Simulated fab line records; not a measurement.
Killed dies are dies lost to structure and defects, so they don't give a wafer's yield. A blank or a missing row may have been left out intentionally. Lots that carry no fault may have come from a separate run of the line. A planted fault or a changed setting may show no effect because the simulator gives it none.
The tool behind it: which one? ; flow nand harc ; 72 wafers from 24 lots sampled at 6 of the route's 1159 steps

## WHAT EACH GAUGE READ, for each wafer
The record holds no reading of a measuring or inspecting step that can be judged against a usual standard deviation.

## TOOL THAT RAN EACH LOT (tool first, then ch and the chambers of the sampled wafers, then the start)
lot;NHARC_A_STAIRCASE_ETCH_190;NHARC_A_STAIRCASE_TRIM_231;NHARC_A_STAIRCASE_HM_DEP_462;NHARC_A_STAIRCASE_ETCH_315;NHARC_A_STAIRCASE_STRIP_476;NHARC_A_STAIRCASE_ALD_420
L074;rie diel-09 ch 0,3, day 11 03:26 or earlier;rie diel-11 ch 1,2,3, day 11 03:26 or earlier;acl dep-03 ch 0, day 11 03:26;rie diel-09 ch 1,2, day 11 10:29 or earlier;rie diel-13 ch 0,1,3, day 11 10:29;ald hk-03 ch 1,2, day 11 13:05
L075;rie diel-13 ch 0,1,3, day 12 09:17 or earlier;rie diel-09 ch 0,3, day 12 09:17 or earlier;acl dep-01 ch 0, day 12 09:17;rie diel-11 ch 0,1, day 12 12:28;rie diel-09 ch 0,1,3, day 12 16:29;ald hk-03 ch 0,2,3, day 12 20:40
L076;rie diel-11 ch 1,2,3, day 12 10:49 or earlier;rie diel-11 ch 1,2,3, day 12 10:49 or earlier;acl dep-01 ch 0, day 12 10:49;rie diel-11 ch 0,1,2, day 12 21:11 or earlier;rie diel-09 ch 0,1,3, day 12 21:11;ald hk-03 ch 1,2,3, day 13 01:40
L077;rie diel-13 ch 1,2, day 12 10:06 or earlier;rie diel-13 ch 0,1,3, day 12 10:06 or earlier;acl dep-02 ch 0, day 12 10:06;rie diel-11 ch 0,2, day 12 18:56 or earlier;rie diel-09 ch 1,3, day 12 18:56;ald hk-01 ch 1,3, day 12 20:22
L078;rie diel-13 ch 1,2,3, day 12 12:34 or earlier;rie diel-09 ch 1,3, day 12 12:34 or earlier;acl dep-02 ch 0, day 12 12:34;rie diel-09 ch 0,1,3, day 12 20:41 or earlier;rie diel-11 ch 0,1,2, day 12 20:41;ald hk-01 ch 0,3, day 13 00:43
L079;rie diel-11 ch 0,1,2, day 12 16:16 or earlier;rie diel-09 ch 0,3, day 12 16:16 or earlier;acl dep-02 ch 0, day 12 16:16;rie diel-09 ch 0,1,3, day 12 23:31 or earlier;rie diel-13 ch 0,1,3, day 12 23:31;ald hk-03 ch 0,1,2, day 13 01:02
L081;rie diel-11 ch 0,1,2, day 13 20:53 or earlier;rie diel-09 ch 2,3, day 13 20:53 or earlier;acl dep-01 ch 0, day 13 20:53;rie diel-09 ch 1,2,3, day 14 03:47 or earlier;rie diel-13 ch 0,1,2, day 14 03:47;ald hk-02 ch 1,2,3, day 14 09:37
L082;rie diel-11 ch 0,3, day 13 22:50 or earlier;rie diel-11 ch 0,2, day 13 22:50 or earlier;acl dep-03 ch 0, day 13 22:50;rie diel-11 ch 0,1,2, day 14 05:29 or earlier;rie diel-11 ch 1,3, day 14 05:29;ald hk-01 ch 0,2,3, day 14 09:29
L080;rie diel-13 ch 0,1,2, day 14 00:58 or earlier;rie diel-13 ch 1,2,3, day 14 00:58 or earlier;acl dep-01 ch 0, day 14 00:58;rie diel-13 ch 0,2,3, day 14 10:35 or earlier;rie diel-11 ch 1,2,3, day 14 10:35;ald hk-01 ch 1,2,3, day 14 15:23
L084;rie diel-09 ch 0,2, day 14 01:48 or earlier;rie diel-11 ch 0,3, day 14 01:48 or earlier;acl dep-03 ch 0, day 14 01:48;rie diel-09 ch 0,3, day 14 10:23 or earlier;rie diel-13 ch 0,3, day 14 10:23;ald hk-02 ch 0,2, day 14 14:36
L083;rie diel-09 ch 0,3, day 14 05:20 or earlier;rie diel-09 ch 0,1,3, day 14 05:20 or earlier;acl dep-01 ch 0, day 14 05:20;rie diel-13 ch 0,1, day 14 12:22 or earlier;rie diel-11 ch 2,3, day 14 12:22;ald hk-01 ch 0,1,3, day 14 14:55
L088;rie diel-13 ch 1,2, day 14 16:28 or earlier;rie diel-11 ch 2,3, day 14 16:28 or earlier;acl dep-02 ch 0, day 14 16:28;rie diel-11 ch 0,3, day 14 22:56 or earlier;rie diel-09 ch 0,3, day 14 22:56;ald hk-03 ch 0,2,3, day 15 03:07
L086;rie diel-11 ch 2,3, day 14 17:02 or earlier;rie diel-09 ch 0,1,2, day 14 17:02 or earlier;acl dep-03 ch 0, day 14 17:02;rie diel-09 ch 1,2,3, day 15 00:19 or earlier;rie diel-13 ch 2,3, day 15 00:19;ald hk-02 ch 1,3, day 15 02:48
L085;rie diel-09 ch 0,1,2, day 14 20:46 or earlier;rie diel-09 ch 0,1, day 14 20:46 or earlier;acl dep-01 ch 0, day 14 20:46;rie diel-13 ch 0,1,2, day 15 02:43 or earlier;rie diel-09 ch 1,2,3, day 15 02:43;ald hk-02 ch 0,1, day 15 06:40
L087;rie diel-13 ch 2,3, day 15 08:43 or earlier;rie diel-09 ch 1,2, day 15 08:43 or earlier;acl dep-02 ch 0, day 15 08:43;rie diel-13 ch 0,1,3, day 15 15:26 or earlier;rie diel-11 ch 1,2,3, day 15 15:26;ald hk-03 ch 0,1, day 15 19:17
L089;rie diel-11 ch 1,2, day 15 13:49 or earlier;rie diel-09 ch 1,2,3, day 15 13:49 or earlier;acl dep-03 ch 0, day 15 13:49;rie diel-11 ch 1,2,3, day 15 20:29 or earlier;rie diel-09 ch 1,3, day 15 20:29;ald hk-02 ch 0,2,3, day 16 00:22
L090;rie diel-13 ch 0,1, day 15 14:47 or earlier;rie diel-11 ch 0,2,3, day 15 14:47 or earlier;acl dep-01 ch 0, day 15 14:47;rie diel-13 ch 0,2, day 15 22:57 or earlier;rie diel-11 ch 2,3, day 15 22:57;ald hk-01 ch 1,2,3, day 16 00:32
L091;rie diel-13 ch 0,1,2, day 16 01:47 or earlier;rie diel-13 ch 1,2,3, day 16 01:47 or earlier;acl dep-01 ch 0, day 16 01:47;rie diel-09 ch 0,1,3, day 16 08:42 or earlier;rie diel-09 ch 0,1,2, day 16 08:42;ald hk-02 ch 0,2,3, day 16 14:25
L092;rie diel-13 ch 0,2,3, day 16 05:30 or earlier;rie diel-13 ch 0,2,3, day 16 05:30 or earlier;acl dep-03 ch 0, day 16 05:30;rie diel-09 ch 1,2,3, day 16 12:34 or earlier;rie diel-09 ch 0,1, day 16 12:34;ald hk-03 ch 0,1,2, day 16 14:44
L094;rie diel-11 ch 1,2,3, day 16 18:01 or earlier;rie diel-11 ch 0,3, day 16 18:01 or earlier;acl dep-02 ch 0, day 16 18:01;rie diel-09 ch 0,1, day 17 01:02 or earlier;rie diel-13 ch 2,3, day 17 01:02;ald hk-03 ch 2,3, day 19 02:20
L093;rie diel-09 ch 1,3, day 16 16:34 or earlier;rie diel-09 ch 0,3, day 16 16:34 or earlier;acl dep-01 ch 0, day 16 16:34;rie diel-11 ch 0,3, day 16 23:39 or earlier;rie diel-11 ch 1,3, day 16 23:39;ald hk-01 ch 2,3, day 19 02:11
L095;rie diel-13 ch 0,1, day 17 01:26 or earlier;rie diel-13 ch 0,1, day 17 01:26 or earlier;acl dep-01 ch 0, day 17 01:26;rie diel-13 ch 0,2,3, day 17 09:50 or earlier;rie diel-11 ch 0,1,2, day 17 09:50;ald hk-01 ch 0,1,3, day 19 04:24
L096;rie diel-13 ch 0,1,3, day 17 01:56 or earlier;rie diel-09 ch 0,1,3, day 17 01:56 or earlier;acl dep-03 ch 0, day 17 01:56;rie diel-09 ch 0,2,3, day 17 09:28 or earlier;rie diel-11 ch 0,2,3, day 17 09:28;ald hk-02 ch 0,1,2, day 19 02:49
L097;rie diel-09 ch 0,1, day 17 10:23 or earlier;rie diel-13 ch 1,2, day 17 10:23 or earlier;acl dep-01 ch 0, day 17 10:23;rie diel-13 ch 0,3, day 17 17:37 or earlier;rie diel-09 ch 0,3, day 17 17:37;ald hk-01 ch 0,1, day 19 03:08
- NHARC_A_STAIRCASE_ETCH_190: etches the open film in C4F8/O2, target depth 100 nm, time 40.5 s.
- NHARC_A_STAIRCASE_TRIM_231: chemistry O2, time 211.2 s.
- NHARC_A_STAIRCASE_HM_DEP_462: deposits aC, target thk 800 nm.
- NHARC_A_STAIRCASE_ETCH_315: etches the open film in C4F8/O2/Ar, target depth 2500 nm, time 607.1 s.
- NHARC_A_STAIRCASE_STRIP_476: strips in O2, time 20 s.
- NHARC_A_STAIRCASE_ALD_420: deposits SiO2, target thk 20 nm, pulse time 6 s, ald cycles 200.

## WHAT THE TOOLS THEMSELVES READ (means of the sampled wafers that have a number; where no wafer has one, the mark that the record gives instead)
NHARC_A_STAIRCASE_ETCH_190.
lot;tool;chamber pressure mTorr (mTorr);oes product au (a.u.);rf vpp V (V)
L074;rie diel-09;25.006;0.927;893
L075;rie diel-13;24.989;0.923;893
L076;rie diel-11;25.009;0.936;895
L077;rie diel-13;24.996;0.930;890
L078;rie diel-13;24.992;0.929;889
L079;rie diel-11;25.001;0.949;894
L081;rie diel-11;24.997;0.954;893
L082;rie diel-11;24.990;0.947;890
L080;rie diel-13;24.991;0.942;893
L084;rie diel-09;25.013;0.936;893
L083;rie diel-09;24.998;0.938;892
L088;rie diel-13;24.998;0.952;891
L086;rie diel-11;25.019;0.941;893
L085;rie diel-09;25.028;0.938;898
L087;rie diel-13;25.008;0.948;901
L089;rie diel-11;24.993;0.943;895
L090;rie diel-13;25.005;0.946;894
L091;rie diel-13;25.006;0.949;893
L092;rie diel-13;24.994;0.954;897
L094;rie diel-11;24.989;0.946;894
L093;rie diel-09;25.009;0.917;902
L095;rie diel-13;24.998;0.947;895
L096;rie diel-13;25.013;0.940;899
L097;rie diel-09;25.000;0.926;899

NHARC_A_STAIRCASE_TRIM_231.
lot;tool;chamber pressure mTorr (mTorr);drypump motor current A (A);oes product au (a.u.);rf vpp V (V);showerhead plenum p Torr (Torr);throttle valve pct (%)
L074;rie diel-11;59.93;5.7;1.010;57.2;3.50;17.036
L075;rie diel-09;60.01;5.2;1.001;57.8;3.49;17.034
L076;rie diel-11;60.00;5.7;1.015;58.6;3.50;17.032
L077;rie diel-13;60.06;5.7;1.000;57.2;3.44;17.034
L078;rie diel-09;59.97;5.3;1.001;57.9;3.73;17.040
L079;rie diel-09;60.04;5.2;1.001;57.7;3.49;17.036
L081;rie diel-09;60.03;5.3;1.002;58.1;3.56;17.027
L082;rie diel-11;60.04;5.6;1.011;57.4;3.37;17.033
L080;rie diel-13;60.06;5.9;0.998;58.2;3.53;17.039
L084;rie diel-11;60.05;5.7;1.005;56.6;3.41;17.034
L083;rie diel-09;60.02;5.2;1.009;58.1;3.57;17.043
L088;rie diel-11;60.08;5.8;1.007;56.6;3.45;17.046
L086;rie diel-09;59.94;5.2;1.002;58.0;3.57;17.037
L085;rie diel-09;59.98;5.0;0.993;57.8;3.50;17.038
L087;rie diel-09;59.99;5.4;0.998;59.1;3.72;17.025
L089;rie diel-09;59.98;5.3;1.002;58.0;3.63;17.031
L090;rie diel-11;59.98;5.7;1.011;58.3;3.40;17.034
L091;rie diel-13;60.05;5.9;1.008;58.2;3.52;17.037
L092;rie diel-13;59.92;5.9;1.004;57.8;3.57;17.024
L094;rie diel-11;60.00;5.6;1.011;56.7;3.35;17.038
L093;rie diel-09;59.95;5.2;1.002;57.1;3.47;17.038
L095;rie diel-13;60.02;5.4;1.003;57.8;3.53;17.029
L096;rie diel-09;60.05;5.2;0.994;57.9;3.55;17.037
L097;rie diel-13;60.01;5.6;1.012;57.6;3.35;17.036

NHARC_A_STAIRCASE_HM_DEP_462.
lot;tool;throttle valve pct (%)
L074;acl dep-03;35.014
L075;acl dep-01;35.005
L076;acl dep-01;34.993
L077;acl dep-02;35.008
L078;acl dep-02;35.001
L079;acl dep-02;35.005
L081;acl dep-01;35.005
L082;acl dep-03;35.001
L080;acl dep-01;34.989
L084;acl dep-03;35.005
L083;acl dep-01;34.991
L088;acl dep-02;35.000
L086;acl dep-03;35.003
L085;acl dep-01;35.004
L087;acl dep-02;34.998
L089;acl dep-03;35.002
L090;acl dep-01;34.995
L091;acl dep-01;34.996
L092;acl dep-03;34.998
L094;acl dep-02;35.003
L093;acl dep-01;34.995
L095;acl dep-01;34.998
L096;acl dep-03;34.990
L097;acl dep-01;34.999

NHARC_A_STAIRCASE_ETCH_315.
lot;tool;chamber pressure mTorr (mTorr);oes product au (a.u.);rf vpp V (V)
L074;rie diel-09;25.002;0.925;1821
L075;rie diel-11;24.997;0.928;1824
L076;rie diel-11;24.999;0.929;1820
L077;rie diel-11;24.996;0.933;1819
L078;rie diel-09;24.996;0.929;1830
L079;rie diel-09;25.004;0.927;1830
L081;rie diel-09;25.005;0.924;1834
L082;rie diel-11;24.995;0.939;1821
L080;rie diel-13;25.004;0.938;1830
L084;rie diel-09;25.016;0.926;1818
L083;rie diel-13;24.991;0.936;1828
L088;rie diel-11;24.996;0.942;1817
L086;rie diel-09;24.968;0.925;1833
L085;rie diel-13;25.018;0.936;1821
L087;rie diel-13;24.988;0.931;1833
L089;rie diel-11;24.985;0.934;1824
L090;rie diel-13;24.985;0.949;1818
L091;rie diel-09;25.010;0.937;1829
L092;rie diel-09;24.981;0.928;1834
L094;rie diel-09;25.010;0.925;1834
L093;rie diel-11;25.003;0.933;1814
L095;rie diel-13;25.011;0.935;1828
L096;rie diel-09;24.983;0.934;1823
L097;rie diel-13;25.008;0.927;1841

NHARC_A_STAIRCASE_STRIP_476.
lot;tool;chamber pressure mTorr (mTorr);drypump motor current A (A);oes product au (a.u.);rf vpp V (V);showerhead plenum p Torr (Torr);throttle valve pct (%)
L074;rie diel-13;59.99;5.8;0.989;57.9;3.45;17.035
L075;rie diel-09;60.00;5.2;0.998;57.9;3.57;17.025
L076;rie diel-09;59.97;5.2;1.006;57.3;3.57;17.035
L077;rie diel-09;60.00;5.4;1.003;59.1;3.72;17.034
L078;rie diel-11;60.00;5.6;1.010;57.8;3.45;17.034
L079;rie diel-13;60.02;5.8;0.989;58.3;3.62;17.034
L081;rie diel-13;59.97;5.5;1.008;57.6;3.45;17.027
L082;rie diel-11;59.99;5.8;1.011;57.2;3.49;17.037
L080;rie diel-11;59.96;5.8;1.007;58.5;3.48;17.040
L084;rie diel-13;60.03;5.8;1.007;59.1;3.66;17.035
L083;rie diel-11;59.98;5.7;1.001;57.8;3.44;17.042
L088;rie diel-09;59.98;4.9;0.995;58.0;3.41;17.030
L086;rie diel-13;60.02;6.2;1.004;57.8;3.64;17.044
L085;rie diel-09;59.99;5.3;1.004;58.5;3.63;17.044
L087;rie diel-11;59.95;5.8;1.003;57.6;3.48;17.040
L089;rie diel-09;59.98;5.3;0.993;57.8;3.62;17.032
L090;rie diel-11;60.02;5.8;1.011;58.1;3.45;17.034
L091;rie diel-09;59.99;5.2;0.997;58.6;3.56;17.038
L092;rie diel-09;59.96;5.2;1.002;57.7;3.64;17.038
L094;rie diel-13;59.95;6.0;1.012;57.7;3.47;17.035
L093;rie diel-11;60.00;5.7;1.001;58.1;3.47;17.031
L095;rie diel-11;59.98;5.7;1.006;57.6;3.43;17.040
L096;rie diel-11;60.02;5.7;1.001;57.1;3.39;17.040
L097;rie diel-09;60.01;5.2;1.003;57.4;3.47;17.036

NHARC_A_STAIRCASE_ALD_420.
lot;tool;heater power w (W);precursor pulse height rel
L074;ald hk-03;394;1.002
L075;ald hk-03;451;0.994
L076;ald hk-03;424;1.008
L077;ald hk-01;468;1.005
L078;ald hk-01;448;1.010
L079;ald hk-03;428;1.007
L081;ald hk-02;497;1.021
L082;ald hk-01;470;1.002
L080;ald hk-01;472;1.001
L084;ald hk-02;464;0.996
L083;ald hk-01;448;1.004
L088;ald hk-03;456;1.009
L086;ald hk-02;523;0.995
L085;ald hk-02;486;0.996
L087;ald hk-03;468;0.997
L089;ald hk-02;496;0.995
L090;ald hk-01;480;0.997
L091;ald hk-02;492;0.996
L092;ald hk-03;446;0.993
L094;ald hk-03;453;1.006
L093;ald hk-01;478;1.014
L095;ald hk-01;448;0.992
L096;ald hk-02;471;1.008
L097;ald hk-01;450;1.000

## THE ANSWER, worked out from the rows above alone
Rule: the lots themselves supply what counts as usual. The widest of any qualifying gaps counts: lots, ordered by their means at a reading, are off when they make up no more than a third of the lots, leave a main group of 4 or more, and stand apart from it by 3 or more times the standard deviation of that group's means. A main group is skipped when, at the precision printed for the reading in the tables above, its means are all equal. A lot without any number at a reading at which 4 lots or more have one is off too. Where the step has rows for the other lots, those lots are counted as sound. Order of review: gauges by route order, followed by the tools' own readings, for which a lot's mean as printed above is used. At the first step where some lot is off, the reading lying furthest off is the one used; lots without a number count as furthest.
No lot is off at any reading shown: from this, nothing can be told.

## WHAT THE SIMULATOR HAD PUT IN
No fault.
